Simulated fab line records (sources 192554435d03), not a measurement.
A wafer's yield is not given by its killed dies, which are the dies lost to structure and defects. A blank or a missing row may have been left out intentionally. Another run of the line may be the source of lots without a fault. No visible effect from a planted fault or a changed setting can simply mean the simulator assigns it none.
Matching of chambers    flow n5 finfet    rie diel-02 running N5_BEOL_M12_VIA_ETCH_16: 3 sister chambers
The step etches SiOC in C4F8/O2/Ar, target depth 724.8 nm. 16 wafers are shown with their chamber, then 7 later ones without.

## WAFERS, EACH WITH ITS CHAMBER
wafer   chamber  showerhead plenum p Torr (Torr)  drypump motor current A (A)  oes product au (a.u.)
L078.1  2        3.33                             5.7                          0.75
L078.3  3        3.53                             5.2                          0.63
L078.5  1        3.34                             5.9                          0.77
L087.3  2        3.32                             5.7                          0.73
L087.5  2        3.32                             5.7                          0.73
L087.6  1        3.33                             5.9                          0.73
L088.1  3        3.52                             5.2                          0.62
L088.3  2        3.32                             5.6                          0.73
L088.5  2        3.32                             5.7                          0.73
L089.3  1        3.33                             5.9                          0.74
L089.5  2        3.32                             5.6                          0.73
L089.6  3        3.52                             5.2                          0.62
L093.1  2        3.31                             5.7                          0.73
L093.3  1        3.32                             5.8                          0.74
L093.6  1        3.32                             5.8                          0.73
L095.1  1        3.32                             5.9                          0.72

SIGNATURES, as means of the wafers listed above
reading                   chamber 1  chamber 2  chamber 3  scatter within a chamber
showerhead plenum p Torr  3.3267     3.3200     3.5233     0.00679
drypump motor current A   5.867      5.671      5.200      0.0461
oes product au            0.7383     0.7329     0.6233     0.0121
Rule: a wafer's distance from a chamber is the root of the sum, over the readings, of the square of ((its reading less the chamber's mean) divided by the reading's scatter). If the next closest chamber is less than 2 further off than the closest, the wafer can't be placed; otherwise it belongs to the closest. The scatter: take each reading less its chamber's mean, square it, sum over the shown wafers, divide by the number of wafers less the number of chambers, and take the root.

## WAFERS WHOSE CHAMBER IS MISSING
wafer   showerhead plenum p Torr (Torr)  drypump motor current A (A)  oes product au (a.u.)
L095.2  3.31                             5.7                          0.72
L096.1  3.31                             5.9                          0.72
L096.5  3.32                             5.9                          0.72
L096.6  3.30                             5.7                          0.71
L097.2  3.51                             5.2                          0.85
L097.5  3.30                             5.6                          0.71
L097.6  3.51                             5.2                          0.85

## WHICH CHAMBER EACH WENT THROUGH
wafer   from the rows above  in truth
L095.2  2                    2
L096.1  1                    1
L096.5  1                    1
L096.6  2                    2
L097.2  3                    3
L097.5  2                    2
L097.6  3                    3
Correctly placed: 7 of 7. Can't be placed from these rows: 0. 0 placed wrongly.
